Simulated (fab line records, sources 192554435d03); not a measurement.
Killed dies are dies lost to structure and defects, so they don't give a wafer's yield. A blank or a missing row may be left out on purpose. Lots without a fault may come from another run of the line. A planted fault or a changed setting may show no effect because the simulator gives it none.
Chamber matching | flow n5_finfet | N5_BEOL_M5_DEP_56 on pecvd-03: 3 sister chambers
The step deposits SiCN from 3MS/NH3, target thk 8 nm, time 14 s. 6 wafers are shown with their chamber, then 9 later ones without.

WAFERS WITH THEIR CHAMBER
wafer  | chamber | throttle_valve_pct (%) | showerhead_plenum_p_Torr (Torr)
L081.1 | 2       | 8.3                    | 3.664
L081.2 | 0       | 8.9                    | 3.669
L080.2 | 2       | 8.4                    | 3.657
L086.2 | 1       | 9.6                    | 3.661
L086.3 | 0       | 9.1                    | 3.665
L086.5 | 1       | 9.7                    | 3.664

WAFERS WITHOUT THEIR CHAMBER
wafer  | throttle_valve_pct (%) | showerhead_plenum_p_Torr (Torr)
L090.3 | 9.0                    | 3.674
L090.4 | 9.6                    | 3.661
L090.5 | 9.1                    | 3.677
L091.1 | 8.9                    | 3.674
L091.2 | 8.4                    | 3.674
L091.5 | 8.7                    | 3.661
L096.2 | 10.0                   | 3.663
L096.3 | 9.6                    | 3.656
L096.4 | 9.2                    | 3.681

WHICH CHAMBER EACH WENT THROUGH
wafer  | from the rows above     | in truth
L090.3 | 0                       | 0
L090.4 | 1                       | 1
L090.5 | 0                       | 0
L091.1 | 0                       | 0
L091.2 | 2                       | 2
L091.5 | can't be placed: 0 or 2 | 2
L096.2 | 1                       | 1
L096.3 | 1                       | 1
L096.4 | 0                       | 0
Placed correctly: 8 of 9. Can't be placed from these rows: 1 (the true chamber is among the candidates in 1). Placed wrongly: 0.
How it was worked out, from the rows above alone: a wafer's distance from a chamber is the root of the sum, over the readings, of the square of ((its reading less the chamber's mean) divided by the reading's scatter). The wafer belongs to the nearest chamber; if the next one is less than 2 further off, it can't be placed. A chamber's mean is the mean of its shown wafers. The scatter: the root of (the sum of the squares of (reading less its chamber's mean) over the shown wafers, divided by (wafers less chambers)).
